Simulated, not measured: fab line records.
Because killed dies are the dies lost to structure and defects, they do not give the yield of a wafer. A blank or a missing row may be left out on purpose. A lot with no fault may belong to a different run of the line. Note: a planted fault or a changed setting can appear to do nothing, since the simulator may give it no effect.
What tool caused it? || flow n5Finfet || Sampling: 11 lots, 33 wafers, 3 of 1938 route steps

## WHAT THE GAUGES READ, wafer by wafer
N5_PASSIVATION_OVL_MEAS_63.
{"lot": "L825", "measured": "day 11 13:19", "on": "overlay-02", "PAD_OVL (nm)": "2 1 7"}
{"lot": "L826", "measured": "day 11 21:55", "on": "overlay-01", "PAD_OVL (nm)": "0 -1 2"}
{"lot": "L828", "measured": "day 12 18:38", "on": "overlay-01", "PAD_OVL (nm)": "5 -1 12"}
{"lot": "L829", "measured": "day 12 12:42", "on": "overlay-02", "PAD_OVL (nm)": "5 -4 -2"}
{"lot": "L830", "measured": "day 12 17:42", "on": "overlay-02", "PAD_OVL (nm)": "3 -2 2"}
{"lot": "L831", "measured": "day 12 23:40", "on": "overlay-01", "PAD_OVL (nm)": "0 -3 4"}
{"lot": "L832", "measured": "day 13 08:16", "on": "overlay-02", "PAD_OVL (nm)": "6 7 5"}
{"lot": "L833", "measured": "day 13 14:32", "on": "overlay-01", "PAD_OVL (nm)": "-1 1 6"}
{"lot": "L835", "measured": "day 13 22:56", "on": "overlay-01", "PAD_OVL (nm)": "-6 12 2"}
{"lot": "L840", "measured": "day 15 12:05", "on": "overlay-01", "PAD_OVL (nm)": "2 9 4"}
{"lot": "L844", "measured": "day 16 15:58", "on": "overlay-02", "PAD_OVL (nm)": "-6 0 2"}

## WHAT TOOL EACH LOT RAN ON (gives the tool, then ch and the chambers of the sampled wafers, and finally the start)
{"lot": "L825", "N5_PMOS_HMC_CHANNEL_EPI_FIN_RECESS_16": "rieSi-06 ch 1,2,3, day 1 18:29", "N5_PASSIVATION_AL_DEP_21": "pvdSputter-03, day 11 12:49"}
{"lot": "L826", "N5_PMOS_HMC_CHANNEL_EPI_FIN_RECESS_16": "rieSi-06 ch 0,1,2, day 1 23:52", "N5_PASSIVATION_AL_DEP_21": "pvdSputter-03, day 11 21:18"}
{"lot": "L828", "N5_PMOS_HMC_CHANNEL_EPI_FIN_RECESS_16": "rieSi-06 ch 0,2,3, day 2 11:32", "N5_PASSIVATION_AL_DEP_21": "pvdSputter-03, day 12 18:08"}
{"lot": "L829", "N5_PMOS_HMC_CHANNEL_EPI_FIN_RECESS_16": "rieSi-06 ch 0,1,2, day 2 17:52", "N5_PASSIVATION_AL_DEP_21": "pvdSputter-03, day 12 12:12"}
{"lot": "L830", "N5_PMOS_HMC_CHANNEL_EPI_FIN_RECESS_16": "rieSi-02 ch 1,2,3, day 2 23:59", "N5_PASSIVATION_AL_DEP_21": "pvdSputter-01, day 12 17:12"}
{"lot": "L831", "N5_PMOS_HMC_CHANNEL_EPI_FIN_RECESS_16": "rieSi-03 ch 0,2,3, day 3 05:39", "N5_PASSIVATION_AL_DEP_21": "pvdSputter-01, day 12 23:10"}
{"lot": "L832", "N5_PMOS_HMC_CHANNEL_EPI_FIN_RECESS_16": "rieSi-03 ch 1,2,3, day 3 12:50", "N5_PASSIVATION_AL_DEP_21": "pvdSputter-01, day 13 07:38"}
{"lot": "L833", "N5_PMOS_HMC_CHANNEL_EPI_FIN_RECESS_16": "rieSi-03 ch 0,2,3, day 3 17:50", "N5_PASSIVATION_AL_DEP_21": "pvdSputter-01, day 13 14:02"}
{"lot": "L835", "N5_PMOS_HMC_CHANNEL_EPI_FIN_RECESS_16": "rieSi-03 ch 0,1,3, day 4 05:40", "N5_PASSIVATION_AL_DEP_21": "pvdSputter-03, day 13 22:19"}
{"lot": "L840", "N5_PMOS_HMC_CHANNEL_EPI_FIN_RECESS_16": "rieSi-03 ch 0,1,2, day 5 11:38", "N5_PASSIVATION_AL_DEP_21": "pvdSputter-03, day 15 11:28"}
{"lot": "L844", "N5_PMOS_HMC_CHANNEL_EPI_FIN_RECESS_16": "rieSi-03 ch 0,2,3, day 6 12:29", "N5_PASSIVATION_AL_DEP_21": "pvdSputter-01, day 16 15:28"}
- N5_PMOS_HMC_CHANNEL_EPI_FIN_RECESS_16: chemistry HBr/Cl2, target Si, target depth 54 nm, time 18 s.
- N5_PASSIVATION_AL_DEP_21: deposits Al, target thk 2800 nm, time 170 s.

## THE ANSWER, worked out from the rows above alone
Rule: usual is defined by the lots themselves. The widest of any qualifying gaps counts: lots, ordered by their means at a reading, are off when they make up no more than a third of the lots, leave a main group of 4 or more, and stand apart from it by 3 or more times the standard deviation of that group's means. If all means in a main group match to the digits the tables above print for the reading, that group is not used. Also off: a lot with no number at a reading for which 4 or more lots have one. The other lots that the step has rows for count as sound.
Nothing can be told from this: no lot is off at any reading shown.

## WHAT THE SIMULATOR PUT IN
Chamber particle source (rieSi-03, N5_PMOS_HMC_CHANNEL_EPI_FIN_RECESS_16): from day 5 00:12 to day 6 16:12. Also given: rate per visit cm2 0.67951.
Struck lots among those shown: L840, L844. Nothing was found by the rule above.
